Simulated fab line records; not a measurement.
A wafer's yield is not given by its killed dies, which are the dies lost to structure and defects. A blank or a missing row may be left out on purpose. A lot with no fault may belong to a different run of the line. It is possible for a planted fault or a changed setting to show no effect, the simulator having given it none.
Chamber matching	flow n5-finfet	rie-diel-03 running N5_BEOL_M15_ETCH_61: 4 sister chambers
The step etches BARC in N2/H2, target depth 89 nm, overetch 26.7 nm, time 67.9 s. 4 wafers are shown with their chamber, then 11 later ones without.

## EACH WAFER AND ITS CHAMBER
wafer	chamber	showerhead-plenum-p-Torr (Torr)
L081.1	1	2.41
L088.4	0	2.51
L088.6	3	2.51
L090.4	2	2.70

## WAFERS MISSING THEIR CHAMBER
wafer	showerhead-plenum-p-Torr (Torr)
L090.5	2.40
L090.6	2.51
L095.2	2.70
L095.3	2.51
L095.5	2.50
L096.1	2.50
L096.2	2.69
L096.3	2.50
L097.3	2.50
L097.4	2.72
L097.6	2.69

## THE CHAMBER EACH PASSED THROUGH
wafer	from the rows above	in truth
L090.5	1	1
L090.6	can't be placed: 0 or 3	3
L095.2	2	2
L095.3	can't be placed: 0 or 3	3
L095.5	can't be placed: 0 or 3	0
L096.1	can't be placed: 0 or 3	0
L096.2	2	2
L096.3	can't be placed: 0 or 3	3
L097.3	can't be placed: 0 or 3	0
L097.4	2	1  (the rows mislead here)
L097.6	2	2
4 of 11 placed correctly. Not placeable from these rows: 6 (in 6, the candidates include the true chamber). Wrongly placed: 1.
How it was worked out, from the rows above alone: a wafer's distance from a chamber is the root of the sum, over the readings, of the square of ((its reading less the chamber's mean) divided by the reading's scatter). If the next closest chamber is less than 2 further off than the closest, the wafer can't be placed; otherwise it belongs to the closest. A chamber's mean is the mean of its shown wafers. The scatter (one wafer shown for each chamber): square how far every hidden wafer sits from the nearest shown wafer, average those squares and take the square root.
